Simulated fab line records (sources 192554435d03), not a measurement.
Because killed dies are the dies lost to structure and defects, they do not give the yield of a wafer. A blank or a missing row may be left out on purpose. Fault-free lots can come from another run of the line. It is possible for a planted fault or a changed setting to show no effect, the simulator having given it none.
Chamber matching    flow n5Finfet    4 sister chambers for N5_FIN_SAQP_ETCH_51 on rieDiel-01
The step etches SiARC in CF4, target depth 45.5 nm, time 75.8 s. 4 wafers are shown with their chamber, then 9 later ones without.

WAFERS WITH THEIR CHAMBER
wafer   chamber  drypumpMotorCurrentA (A)
L090.5  3        4.8
L090.6  1        5.5
L091.1  2        5.5
L091.6  0        5.7

WAFERS WITHOUT THEIR CHAMBER
wafer   drypumpMotorCurrentA (A)
L092.1  4.8
L092.2  5.6
L092.3  5.6
L092.4  5.6
L092.5  4.8
L092.6  5.6
L094.2  4.8
L094.3  5.6
L094.4  5.7

THE CHAMBER EACH PASSED THROUGH
wafer   from the rows above           in truth
L092.1  3                             3
L092.2  can't be placed: 1 or 2 or 0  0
L092.3  can't be placed: 1 or 2 or 0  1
L092.4  can't be placed: 1 or 2 or 0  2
L092.5  3                             3
L092.6  can't be placed: 1 or 2 or 0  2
L094.2  3                             3
L094.3  can't be placed: 1 or 2 or 0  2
L094.4  0                             0
Correct placement for 4 of the 9. From these rows, 5 cannot be placed; in 5 the true chamber is one of the candidates. Wrongly placed: 0.
How it was worked out, from the rows above alone: a wafer's distance from a chamber is the root of the sum, over the readings, of the square of ((its reading less the chamber's mean) divided by the reading's scatter). If the next closest chamber is less than 2 further off than the closest, the wafer can't be placed; otherwise it belongs to the closest. Each chamber's mean is taken over the wafers shown for it. The scatter (one wafer shown for each chamber): square how far every hidden wafer sits from the nearest shown wafer, average those squares and take the square root.
